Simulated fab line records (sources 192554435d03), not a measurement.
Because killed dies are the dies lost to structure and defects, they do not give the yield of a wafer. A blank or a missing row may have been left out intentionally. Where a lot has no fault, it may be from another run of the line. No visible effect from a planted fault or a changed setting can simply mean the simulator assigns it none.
Which of the tools did it? -- flow n5 finfet -- 10 lots, 30 wafers sampled, at 5 steps of a route of 1938

WHAT THE GAUGES READ, wafer by wafer
N5_MIM_TOP_LITHO_CD_MEAS_08: the cd target is 2000 nm.
lot,measured,on,cd nm (nm)
L478,day 12 06:29,cd sem-02,2000.2 1998.1 2000.8
L479,day 12 23:10,cd sem-02,2000.5 2005.8 2002.6
L482,day 13 21:58,cd sem-02,2004.9 1999.7 2000.2
L486,day 15 08:36,cd sem-03,1998.4 1999.3 1993.8
L490,day 15 20:53,cd sem-02,1996.6 1997.4 1993.9
L492,day 16 07:09,cd sem-01,1998.8 1996.3 2001.3
L494,day 16 15:33,cd sem-02,2002.1 2001.9 2002.4
L497,day 17 09:39,cd sem-03,1995.0 1996.3 1993.6
L499,day 18 06:47,cd sem-01,2000.2 1999.7 1997.9
L500,day 18 09:25,cd sem-02,2003.1 1998.7 2002.6

N5_MIM_BOT_LITHO_CD_MEAS_08: the cd target is 3000 nm.
lot,measured,on,cd nm (nm)
L478,day 12 07:17,cd sem-03,3000.6 3000.1 3000.1
L479,day 12 23:54,cd sem-02,3000.4 3000.3 2999.9
L482,day 13 22:43,cd sem-02,2997.7 3002.3 2999.1
L486,day 15 09:32,cd sem-02,2994.6 2994.0 2991.5
L490,day 15 21:46,cd sem-02,3000.3 3005.5 2999.2
L492,day 16 08:06,cd sem-03,2998.9 3002.9 2998.2
L494,day 16 16:21,cd sem-01,3002.8 3000.3 3003.1
L497,day 17 10:28,cd sem-03,2997.7 3002.7 2998.7
L499,day 18 07:38,cd sem-03,2997.5 3001.7 3002.2
L500,day 18 10:11,cd sem-02,3000.4 3002.2 2999.9

WHAT TOOL EACH LOT RAN ON (gives the tool, then ch and the chambers of the sampled wafers, and finally the start)
lot,N5_MIM_TOP_LITHO_DESCUM_10,N5_MIM_TOP_ETCH_ETCH_00,N5_MIM_BOT_LITHO_PEB_06
L478,"rie diel-06 ch 1,2,3, day 12 06:35","rie metal-01 ch 0,1, day 12 06:40","litho track-03 ch 0, day 12 07:10"
L479,"rie diel-04 ch 0,1,2, day 12 23:15","rie metal-01 ch 0,1, day 12 23:22","litho track-03 ch 0, day 12 23:47"
L482,"rie diel-06 ch 1,2, day 13 22:03","rie metal-03 ch 0,1, day 13 22:08","litho track-05 ch 0, day 13 22:35"
L486,"rie diel-01 ch 0,1,3, day 15 08:41","rie metal-01 ch 0,1, day 15 08:49","litho track-03 ch 0, day 15 09:25"
L490,"rie diel-01 ch 0,1,3, day 15 20:58","rie metal-01 ch 0,1, day 15 21:04","litho track-05 ch 0, day 15 21:38"
L492,"rie diel-04 ch 1,3, day 16 07:26","rie metal-02 ch 0,1, day 16 07:32","litho track-05 ch 0, day 16 07:59"
L494,"rie diel-04 ch 0,2,3, day 16 15:41","rie metal-01 ch 0,1, day 16 15:49","litho track-05 ch 0, day 16 16:14"
L497,"rie diel-06 ch 0,2, day 17 09:49","rie metal-01 ch 0, day 17 09:53","litho track-05 ch 0, day 17 10:20"
L499,"rie diel-04 ch 0,2,3, day 18 06:52","rie metal-01 ch 0,1, day 18 06:59","litho track-05 ch 0, day 18 07:31"
L500,"rie diel-04 ch 0,2,3, day 18 09:30","rie metal-02 ch 0,1, day 18 09:35","litho track-05 ch 0, day 18 10:04"
- N5_MIM_TOP_LITHO_DESCUM_10: chemistry O2, time 7.9 s.
- N5_MIM_TOP_ETCH_ETCH_00: etches TiN in Cl2/BCl3, target depth 38.5 nm.
- N5_MIM_BOT_LITHO_PEB_06

AS READ BY THE TOOLS THEMSELVES (means over the sampled wafers that have a number; for cases with no such wafer, the mark the record gives instead)
N5_MIM_TOP_LITHO_DESCUM_10.
lot,tool,drypump motor current A (A),oes product au (a.u.),rf fwd power W (W),rf vpp V (V),showerhead plenum p Torr (Torr),throttle valve pct (%)
L478,rie diel-06,5.8,0.84,49.62,243.4,2.12,20.35
L479,rie diel-04,5.9,0.77,49.57,243.3,2.07,20.28
L482,rie diel-06,6.1,0.81,49.58,243.7,2.18,20.34
L486,rie diel-01,5.5,0.84,49.69,243.0,2.08,20.21
L490,rie diel-01,5.5,0.83,49.73,243.2,2.08,20.23
L492,rie diel-04,5.6,0.81,49.82,243.5,2.09,20.48
L494,rie diel-04,5.7,0.81,49.71,242.1,2.02,20.29
L497,rie diel-06,5.6,0.83,49.76,242.8,2.08,20.09
L499,rie diel-04,5.7,0.80,49.64,241.7,2.01,20.31
L500,rie diel-04,5.7,0.79,49.73,241.5,2.01,20.32

N5_MIM_TOP_ETCH_ETCH_00.
lot,tool,drypump motor current A (A),oes_ar_750_au (a.u.),oes product au (a.u.),rf fwd power W (W),throttle valve pct (%)
L478,rie metal-01,5.7,0.83,0.82,995,22.3
L479,rie metal-01,5.5,0.88,0.88,991,22.4
L482,rie metal-03,5.7,0.73,0.74,990,22.9
L486,rie metal-01,5.7,0.81,0.80,996,22.3
L490,rie metal-01,5.6,0.81,0.80,995,22.3
L492,rie metal-02,5.8,0.91,0.90,997,22.6
L494,rie metal-01,5.5,0.84,0.85,996,22.4
L497,rie metal-01,5.8,0.75,0.73,996,22.2
L499,rie metal-01,5.5,0.83,0.84,992,22.4
L500,rie metal-02,6.2,0.84,0.84,999,22.6

THE ANSWER, worked out from the rows above alone
Rule: what is usual is taken from the lots themselves. Put in order of their means at a reading, lots are off if they are a third of the lots or fewer, leave a main group of 4 or more, and stand apart from it by a gap of 3 or more times the standard deviation of the main group's means; of several such gaps the widest counts. The tables above print the reading to a certain number of digits; a main group whose means all agree to those digits is not used. Also off: a lot with no number at a reading for which 4 or more lots have one. Any other lot the step has rows for is counted as sound. Order of review: gauges by route order, followed by the tools' own readings, for which a lot's mean as printed above is used. The first step at which some lot is off is used, and at that step the reading that is off furthest; a lot without a number counts as furthest.
Off, at N5_MIM_BOT_LITHO_CD_MEAS_08 on cd nm: L486. For the main group the mean is 3000.5 nm and the standard deviation 0.79.
If a tool, at a process step before that reading, ran all the lots that are off and no sound lot after the first of them, it fits. Those tools and the gauges at N5_MIM_BOT_LITHO_CD_MEAS_08 are tried in the same way. One fits: litho track-03 at N5_MIM_BOT_LITHO_PEB_06. Its last sound lot is L479 (day 12 23:47), its first lot that is off L486 (day 15 09:25): a fault that began between those two fits.

WHAT WAS PUT IN BY THE SIMULATOR
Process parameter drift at N5_MIM_BOT_LITHO_PEB_06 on litho track-03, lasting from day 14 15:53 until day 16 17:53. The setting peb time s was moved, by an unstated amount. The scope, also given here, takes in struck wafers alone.
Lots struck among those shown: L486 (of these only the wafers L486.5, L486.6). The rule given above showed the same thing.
